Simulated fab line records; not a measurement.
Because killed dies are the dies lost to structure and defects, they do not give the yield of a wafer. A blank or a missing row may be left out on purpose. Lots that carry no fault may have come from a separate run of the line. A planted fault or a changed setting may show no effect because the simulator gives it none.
Which of the tools did it? -- flow n5Finfet -- 11 lots, 33 wafers sampled, at 1 step of a route of 1938

== WHAT EACH GAUGE READ, for each wafer ==
N5_BEOL_M10_CD_MEAS_18: pitch 140 nm, target cd 70 nm.
lot,measured,on,cdNm (nm)
L931,day 11 01:16,cdSem-03,67.9 70.2 69.1
L935,day 12 00:33,cdSem-03,69.6 70.4 69.9
L934,day 12 00:57,cdSem-01,70.3 71.6 70.6
L936,day 12 04:16,cdSem-02,69.7 70.2 71.2
L938,day 12 13:44,cdSem-01,71.0 70.5 70.7
L937,day 12 13:53,cdSem-01,68.5 68.5 70.2
L939,day 12 18:17,cdSem-02,69.8 69.6 70.3
L941,day 13 09:37,cdSem-03,69.7 70.3 70.8
L942,day 13 17:35,cdSem-01,71.9 70.0 71.0
L944,day 14 12:10,cdSem-01,69.2 71.5 70.9
L948,day 15 02:10,cdSem-02,69.1 68.9 69.5

== TOOL THAT RAN EACH LOT (tool first, then ch and the chambers of the sampled wafers, then the start) ==
No process step before these readings appears in the record.

== THE ANSWER, worked out from the rows above alone ==
Rule: what is usual is taken from the lots themselves. The widest of any qualifying gaps counts: lots, ordered by their means at a reading, are off when they make up no more than a third of the lots, leave a main group of 4 or more, and stand apart from it by 3 or more times the standard deviation of that group's means. The tables above print the reading to a certain number of digits; a main group whose means all agree to those digits is not used. A lot without any number at a reading at which 4 lots or more have one is off too. Any other lot the step has rows for is counted as sound.
None of the lots is off at any reading shown; this tells nothing.

== WHAT WAS PUT IN BY THE SIMULATOR ==
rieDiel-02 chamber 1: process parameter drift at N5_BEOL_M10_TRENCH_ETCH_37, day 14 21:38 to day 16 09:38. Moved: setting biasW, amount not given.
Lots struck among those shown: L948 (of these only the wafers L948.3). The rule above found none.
